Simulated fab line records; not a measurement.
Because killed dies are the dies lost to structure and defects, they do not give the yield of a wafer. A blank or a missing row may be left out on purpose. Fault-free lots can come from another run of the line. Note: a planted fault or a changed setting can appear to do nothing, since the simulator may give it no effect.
fab line records    flow n5_finfet
[record] lots = 10  wafers = 30  last_day = 17
route steps=1938 shown BEOL_M12@1635
lots that met no fault: taken from a fault-free run of the same line
start_h: hours from the record's opening day to when the first of the lot's shown wafers began    wait_h: hours since the lot's step before    " the same as in the row above    L1.1+2: a row that stands for several wafers    - value missing, or start not given    * or withheld: withheld    < > ~ a bound
route shown NAME@n: NAME is a module with steps in the file, n the number in the route of the first one    usual: average and standard deviation across the fault-free wafers    same: alike in all rows    chamber/n: place in a boat    sites: per-site readings    _std_site: the values' standard deviation    _edge_site: mean of outer sites minus mean of inner sites    radius_mm: how far each site lies from the wafer's centre    mask NAME#n: copy n    behind: the most recent tool/chamber to have shaped the wafer    hold: reason for holding the lot/hours on hold/outcome of the hold    device: the n, p or np transistor that did not switch    end of line: tests of these same wafers at the route's end    a step with no rows: only its recipe    killed: the dies lost at the first sort to structure and to defects; this is not the yield of the wafer    map: the dies of a wafer, with x for killed, . for not killed, _ for no die there
set.NAME: setting as actually run; set.NAME@STEP: the setting as run at that earlier step    model.NAME: the simulator's own value behind a step, which no gauge read
route steps across a sampled set of lots; one table per step, one row per wafer
services: the hour from which a tool's chamber was out of use, counted from the record's first day as start_h (under 0 if before that day), plus the number of hours and why
[[steps]]
[step N5_BEOL_M12_DESCUM_33]
[recipe] chemistry = O2  time_s = 7.9  source_power_w = 50  bias_power_w = 20  pressure_mtorr = 20  rf_frequency_hz = 2.712e+07  temp_c = 40  o2_flow_sccm = 225
[usual] drypump_motor_current_A = 5.6/0.46  oes_product_au = 0.80/0.082  rf_vpp_V = 243.4/1.7  showerhead_plenum_p_Torr = 2.11/0.086  throttle_valve_pct = 20.37/0.2
lot.wafer  tool         chamber  start_h  wait_h  drypump_motor_current_A  oes_product_au  rf_hours_counter_h  rf_vpp_V  showerhead_plenum_p_Torr  throttle_valve_pct
L111.1     rie_diel-01  1        237.83   0.6     5.8                      0.70            226                 240.4     1.99                      20.52
L111.2     "            0        "        "       6.5                      0.81            98                  243.7     2.15                      20.51
L111.4     "            2        "        "       5.0                      0.90            39                  244.8     2.21                      20.44
L110.3     rie_diel-01  2        240.24   0.1     5.0                      0.89            40                  245.1     2.21                      20.44
L110.4     "            3        "        "       5.7                      0.71            216                 245.3     2.12                      20.27
L110.6     "            1        "        "       5.7                      0.69            -                   241.6     1.99                      20.52
L112.1     rie_diel-03  3        245.95   0.0     5.6                      0.67            236                 243.7     2.12                      20.72
L112.2     "            1        "        "       5.2                      0.84            83                  243.0     2.20                      20.11
L112.5     "            3        "        "       5.6                      0.66            -                   243.8     2.12                      20.71
L115.1     rie_diel-04  2        264.57   0.0     5.1                      0.81            70                  244.6     2.17                      19.97
L115.2     "            0        "        "       5.6                      0.86            47                  244.9     2.22                      20.38
L115.4     "            3        "        "       5.0                      0.70            210                 241.5     1.99                      20.50
L117.1     rie_diel-04  1        271.51   0.0     5.8                      0.89            42                  243.3     2.04                      20.32
L117.2     "            0        "        "       5.6                      0.85            49                  245.3     2.22                      20.39
L117.6     "            1        "        "       5.8                      0.88            -                   241.6     2.04                      20.32
L126.2     rie_diel-03  2        329.93   0.1     6.0                      0.71            218                 242.7     1.97                      20.43
L126.3     "            3        "        "       5.6                      0.95            12                  243.6     2.11                      20.31
L126.5     "            3        "        "       5.6                      0.95            -                   243.5     2.11                      20.30
L128.1     rie_diel-01  1        345.51   0.0     5.7                      0.93            10                  244.5     2.24                      20.07
L128.5     "            1        "        "       5.7                      0.93            -                   245.0     2.25                      20.08
L128.6     "            2        "        "       5.0                      0.85            -                   243.6     2.20                      20.49
L129.2     rie_diel-01  3        353.10   0.5     5.7                      0.97            1                   244.0     2.11                      19.90
L129.4     "            2        "        "       5.0                      0.84            83                  246.3     2.20                      20.48
L129.6     "            0        "        "       6.5                      0.75            -                   242.8     2.13                      20.56
L130.1     rie_diel-03  1        358.20   0.0     5.2                      0.79            129                 243.5     2.19                      20.16
L130.3     "            0        "        "       6.3                      0.96            3                   245.6     2.15                      20.50
L130.5     "            1        "        "       5.2                      0.79            -                   245.0     2.19                      20.18
L132.2     rie_diel-04  0        370.31   0.1     5.6                      0.81            84                  244.8     2.21                      20.44
L132.3     "            2        "        "       5.1                      0.77            107                 247.1     2.16                      20.05
L132.4     "            0        "        "       5.6                      0.81            -                   244.1     2.20                      20.45
[step N5_BEOL_M12_ETCH_68]
[recipe] chemistry = N2/H2  target = SOC  mask_material = SiARC  source_w = 3000  bias_w = 350  temp_c = 40  time_s = 285  ion_energy_ev = 200  pressure_mtorr = 30  n2_flow_sccm = 200  h2_flow_sccm = 200
[usual] drypump_motor_current_A = 5.6/0.46  oes_product_au = 0.80/0.084  rf_vpp_V = 525/3.1  showerhead_plenum_p_Torr = 2.58/0.11  throttle_valve_pct = 17.79/0.24
lot.wafer  tool         chamber  start_h  wait_h  drypump_motor_current_A  oes_product_au  rf_hours_counter_h  rf_vpp_V  showerhead_plenum_p_Torr  throttle_valve_pct
L111.1     rie_diel-01  1        238.01   0.1     5.8                      0.68            226                 522       2.42                      17.90
L111.2     "            0        "        "       6.5                      0.78            98                  525       2.58                      17.64
L111.4     "            2        "        "       5.1                      0.90            39                  528       2.72                      17.98
L110.3     rie_diel-01  2        240.42   0.1     5.0                      0.91            40                  529       2.72                      17.98
L110.4     "            3        "        "       5.7                      0.71            217                 525       2.67                      18.11
L110.6     "            1        "        "       5.7                      0.69            -                   520       2.42                      17.91
L112.1     rie_diel-03  3        246.13   0.1     5.7                      0.66            236                 528       2.60                      18.22
L112.2     "            1        "        "       5.2                      0.85            84                  527       2.66                      17.31
L112.5     "            3        "        "       5.6                      0.67            -                   527       2.60                      18.19
L115.1     rie_diel-04  2        264.75   0.1     5.1                      0.82            70                  528       2.66                      17.42
L115.2     "            0        "        "       5.5                      0.85            47                  528       2.71                      17.85
L115.4     "            3        "        "       5.0                      0.71            210                 520       2.44                      18.04
L117.1     rie_diel-04  1        271.69   0.1     5.8                      0.88            43                  522       2.47                      17.67
L117.2     "            0        "        "       5.5                      0.85            49                  529       2.71                      17.84
L117.6     "            1        "        "       5.8                      0.88            -                   521       2.47                      17.69
L126.2     rie_diel-03  2        330.11   0.1     6.0                      0.72            218                 520       2.40                      17.74
L126.3     "            3        "        "       5.7                      0.96            12                  525       2.59                      17.75
L126.5     "            3        "        "       5.6                      0.95            -                   525       2.59                      17.75
L128.1     rie_diel-01  1        345.69   0.1     5.8                      0.94            10                  527       2.72                      17.45
L128.5     "            1        "        "       5.8                      0.93            -                   531       2.72                      17.46
L128.6     "            2        "        "       5.1                      0.83            -                   526       2.70                      18.03
L129.2     rie_diel-01  3        353.28   0.1     5.7                      0.97            1                   525       2.65                      17.72
L129.4     "            2        "        "       5.1                      0.84            83                  526       2.70                      18.05
L129.6     "            0        "        "       6.5                      0.74            -                   523       2.56                      17.71
L130.1     rie_diel-03  1        358.38   0.1     5.2                      0.80            130                 527       2.64                      17.40
L130.3     "            0        "        "       6.3                      0.95            3                   526       2.62                      17.89
L130.5     "            1        "        "       5.2                      0.80            -                   528       2.64                      17.41
L132.2     rie_diel-04  0        370.49   0.1     5.5                      0.81            85                  528       2.69                      17.92
L132.3     "            2        "        "       5.1                      0.78            107                 527       2.64                      17.49
L132.4     "            0        "        "       5.5                      0.82            -                   528       2.69                      17.91
[step N5_BEOL_M12_SPUTTER_44]
[recipe] material = Ta  target_thk_a = 100  temp_c = 50  bias_v = 80  power_w = 15000  chamber_pressure_pa = 0.07  time_s = 16.13
[usual] substrate_temp_c = 50.01/0.12  throttle_valve_pct = 29.8/0.87
lot.wafer  tool            chamber  start_h  wait_h  substrate_temp_c  throttle_valve_pct
L111.1     pvd_sputter-01  -        241.27   0.0     49.96             30.7
L111.2     "               -        "        "       49.94             30.2
L111.4     "               -        "        "       50.20             30.1
L110.3     pvd_sputter-01  -        241.59   0.0     49.95             30.1
L110.4     "               -        "        "       50.11             30.3
L110.6     "               -        "        "       49.95             28.6
L112.1     pvd_sputter-01  -        248.28   0.0     50.11             30.7
L112.2     "               -        "        "       50.05             28.7
L112.5     "               -        "        "       49.98             28.8
L115.1     pvd_sputter-03  -        266.34   0.0     50.00             30.1
L115.2     "               -        "        "       50.09             29.8
L115.4     "               -        "        "       50.05             30.7
L117.1     pvd_sputter-01  -        274.74   0.0     50.08             30.1
L117.2     "               -        "        "       50.27             28.7
L117.6     "               -        "        "       50.12             30.3
L126.2     pvd_sputter-01  -        333.57   0.0     50.00             30.2
L126.3     "               -        "        "       49.89             30.5
L126.5     "               -        "        "       50.02             28.6
L128.1     pvd_sputter-02  -        347.71   0.0     50.21             29.1
L128.5     "               -        "        "       50.19             30.9
L128.6     "               -        "        "       50.12             29.3
L129.2     pvd_sputter-01  -        355.65   0.0     50.06             30.6
L129.4     "               -        "        "       49.98             30.2
L129.6     "               -        "        "       50.15             30.3
L130.1     pvd_sputter-01  -        359.27   0.0     50.02             30.3
L130.3     "               -        "        "       49.88             30.1
L130.5     "               -        "        "       49.97             30.2
L132.2     pvd_sputter-01  -        374.21   0.0     50.13             30.3
L132.3     "               -        "        "       49.96             30.8
L132.4     "               -        "        "       49.96             30.2
[step N5_BEOL_M12_CMP_49]
[recipe] stop_on = SiOC  t_overpolish_s = 20.6  down_force_psi = 1  platen_rpm = 50  clearing_platen_down_force_psi = 1.5  clearing_platen_rpm = 50  post_cmp_clean = cu_alkaline  target_thk_nm = 320  clearing_platen_pad_velocity_m_s = 0.99484  pad_velocity_m_s = 0.99484
[usual] barrier_field_endpoint_s = 30.1/0.94  motor_current_A = 6.4/0.97
lot.wafer  tool    chamber  start_h  wait_h  barrier_field_endpoint_s  motor_current_A
L111.1     cmp-03  1        241.93   0.3     30.0                      8.2
L111.4     "       2        "        "       30.4                      6.4
L111.2     "       0        "        "       30.8                      5.1
L110.4     cmp-02  2        242.41   0.1     28.8                      5.6
L110.3     "       1        "        "       31.2                      7.4
L110.6     "       2        "        "       29.6                      5.8
L112.2     cmp-03  3        249.61   0.3     29.1                      5.7
L112.1     "       1        "        "       38.4                      9.0
L112.5     "       2        "        "       29.6                      6.3
L115.1     cmp-03  2        267.02   0.3     29.7                      6.1
L115.4     "       3        "        "       29.8                      5.4
L115.2     "       0        "        "       32.0                      5.2
L117.2     cmp-03  0        275.75   0.2     30.1                      5.3
L117.1     "       2        "        "       37.8                      6.4
L117.6     "       3        "        "       38.5                      5.5
L126.3     cmp-03  0        334.20   0.2     30.6                      5.2
L126.2     "       3        "        "       28.4                      5.4
L126.5     "       1        "        "       28.6                      8.7
L128.1     cmp-01  3        348.46   0.4     29.7                      5.4
L128.6     "       0        "        "       30.9                      7.1
L128.5     "       1        "        "       31.4                      5.6
L129.2     cmp-01  0        357.50   0.3     29.7                      6.5
L129.4     "       1        "        "       29.7                      5.3
L129.6     "       3        "        "       27.7                      5.3
L130.3     cmp-01  2        359.95   0.2     30.1                      6.8
L130.1     "       0        "        "       31.9                      6.6
L130.5     "       2        "        "       30.5                      6.4
L132.3     cmp-01  2        374.84   0.2     30.5                      6.9
L132.2     "       0        "        "       31.6                      7.0
L132.4     "       1        "        "       30.4                      5.4
[step N5_BEOL_M12_DEP_53]
[recipe] material = SiCN  target_thk_a = 300  temp_c = withheld  precursor = 3MS/NH3  pressure_torr = 3  rf_w = 675  time_s = 10.5
[usual] showerhead_plenum_p_Torr = 4.154/0.016  throttle_valve_pct = 18.7/0.87
lot.wafer  tool      chamber  start_h  wait_h  showerhead_plenum_p_Torr  throttle_valve_pct
L111.1     pecvd-04  1        242.28   0.0     4.147                     19.8
L111.2     "         0        "        "       4.156                     18.9
L111.4     "         1        "        "       4.152                     20.2
L110.3     pecvd-03  0        242.77   0.0     4.173                     18.3
L110.4     "         1        "        "       4.155                     18.8
L110.6     "         2        "        "       4.173                     17.2
L112.1     pecvd-04  1        249.94   0.0     4.145                     20.1
L112.2     "         0        "        "       4.156                     19.0
L112.5     "         1        "        "       4.151                     20.0
L115.1     pecvd-04  1        267.34   0.0     4.143                     20.2
L115.2     "         2        "        "       4.142                     18.0
L115.4     "         0        "        "       4.156                     18.9
L117.1     pecvd-02  0        276.36   0.0     4.150                     19.7
L117.2     "         1        "        "       4.161                     18.3
L117.6     "         2        "        "       4.138                     17.7
L126.2     pecvd-04  2        334.56   0.0     4.132                     17.7
L126.3     "         1        "        "       4.137                     20.2
L126.5     "         0        "        "       4.155                     18.7
L128.1     pecvd-03  1        348.71   0.0     4.164                     18.8
L128.5     "         1        "        "       4.173                     18.7
L128.6     "         0        "        "       4.179                     18.3
L129.2     pecvd-03  1        357.78   0.0     4.165                     18.9
L129.4     "         2        "        "       4.165                     17.5
L129.6     "         1        "        "       4.166                     19.0
L130.1     pecvd-02  2        360.27   0.0     4.147                     17.8
L130.3     "         1        "        "       4.158                     18.4
L130.5     "         1        "        "       4.165                     18.5
L132.2     pecvd-04  0        375.20   0.0     4.162                     18.7
L132.3     "         2        "        "       4.129                     17.9
L132.4     "         1        "        "       4.141                     20.3
[[services]]
tool            chamber  start_h  hours  kind
rie_diel-04     1        218.01   6.0    repair
cmp-03          -        219.65   3.2    repair
pecvd-02        -        245.19   5.5    pm
cmp-01          -        259.28   1.8    repair
pecvd-02        2        292.67   13.2   repair
cmp-03          -        297.03   4.0    pm
rie_diel-01     2        299.64   2.8    repair
rie_diel-01     1        302.48   -      clean
rie_diel-01     1        302.48   -      consumable_replace:focus_ring
rie_diel-01     1        302.48   -      consumable_replace:showerhead
rie_diel-01     1        302.48   17.3   scheduled_down
rie_diel-01     1        302.48   17.3   vent_cycle
cmp-02          -        313.26   1.4    repair
cmp-03          -        328.25   0.4    repair
pvd_sputter-02  -        335.77   2.8    repair
pecvd-04        -        335.80   28.1   pm
pvd_sputter-01  -        342.33   3.2    repair
pecvd-02        2        344.81   3.0    repair
pvd_sputter-02  -        362.69   0.6    repair
cmp-02          -        364.50   3.0    repair
rie_diel-04     3        366.32   7.2    repair
cmp-03          -        367.11   5.4    pm
pecvd-03        -        370.38   2.2    repair
pecvd-03        2        372.66   3.9    repair
[[key]]
[first_sign] step = N5_BEOL_M12_CMP_49  reading = barrier_field_endpoint_s  direction = up  sigmas = 8.7  usual = 30.1  struck = 38.2
effect none on later readings
met_at N5_BEOL_M12_SPUTTER_44
struck_lots L112,L117
struck_wafers L112.1,L117.1,L117.6
not_acting_at N5_BEOL_M12_DESCUM_33,N5_BEOL_M12_ETCH_68,N5_BEOL_M12_DEP_53
onset_between 241.59 248.28
[fault] kind = process_parameter_drift  tool = pvd_sputter-01  chamber = -  onset_h = 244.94  steps = N5_BEOL_M12_SPUTTER_44  channel = time_s  offset = *  shape = step  end_h = 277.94  scope = struck_wafers_only  acts_in = *  stated = *
